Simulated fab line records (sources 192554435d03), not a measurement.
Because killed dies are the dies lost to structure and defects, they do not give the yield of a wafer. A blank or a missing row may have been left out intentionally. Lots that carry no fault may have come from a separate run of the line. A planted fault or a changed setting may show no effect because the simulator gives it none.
Matching of chambers / flow n5 finfet / N5_SPACER0_ALD_07 on ald sin-02: 4 sister chambers
The step deposits SiNx, target thk 2 nm. 4 wafers are shown with their chamber, then 8 later ones without.

== WAFERS PAIRED WITH THEIR CHAMBERS ==
wafer=L082.1; chamber=3; heater power w (W)=767
wafer=L084.5; chamber=1; heater power w (W)=905
wafer=L084.6; chamber=2; heater power w (W)=627
wafer=L088.1; chamber=0; heater power w (W)=1104

== WAFERS WITH NO CHAMBER GIVEN ==
wafer=L088.2; heater power w (W)=892
wafer=L088.5; heater power w (W)=654
wafer=L089.2; heater power w (W)=763
wafer=L089.5; heater power w (W)=655
wafer=L089.6; heater power w (W)=912
wafer=L092.1; heater power w (W)=1062
wafer=L092.2; heater power w (W)=910
wafer=L092.5; heater power w (W)=897

== CHAMBER TAKEN BY EACH ==
wafer=L088.2; from the rows above=1; in truth=1
wafer=L088.5; from the rows above=2; in truth=2
wafer=L089.2; from the rows above=3; in truth=3
wafer=L089.5; from the rows above=2; in truth=2
wafer=L089.6; from the rows above=1; in truth=1
wafer=L092.1; from the rows above=0; in truth=0
wafer=L092.2; from the rows above=1; in truth=1
wafer=L092.5; from the rows above=1; in truth=1
Correct placement for 8 of the 8. From these rows, 0 cannot be placed. 0 placed wrongly.
How it was worked out, from the rows above alone: a wafer's distance from a chamber is the root of the sum, over the readings, of the square of ((its reading less the chamber's mean) divided by the reading's scatter). If the next closest chamber is less than 2 further off than the closest, the wafer can't be placed; otherwise it belongs to the closest. Each chamber's mean is taken over the wafers shown for it. The scatter: root of mean squared gap, hidden wafer to nearest shown wafer, with one shown wafer a chamber.
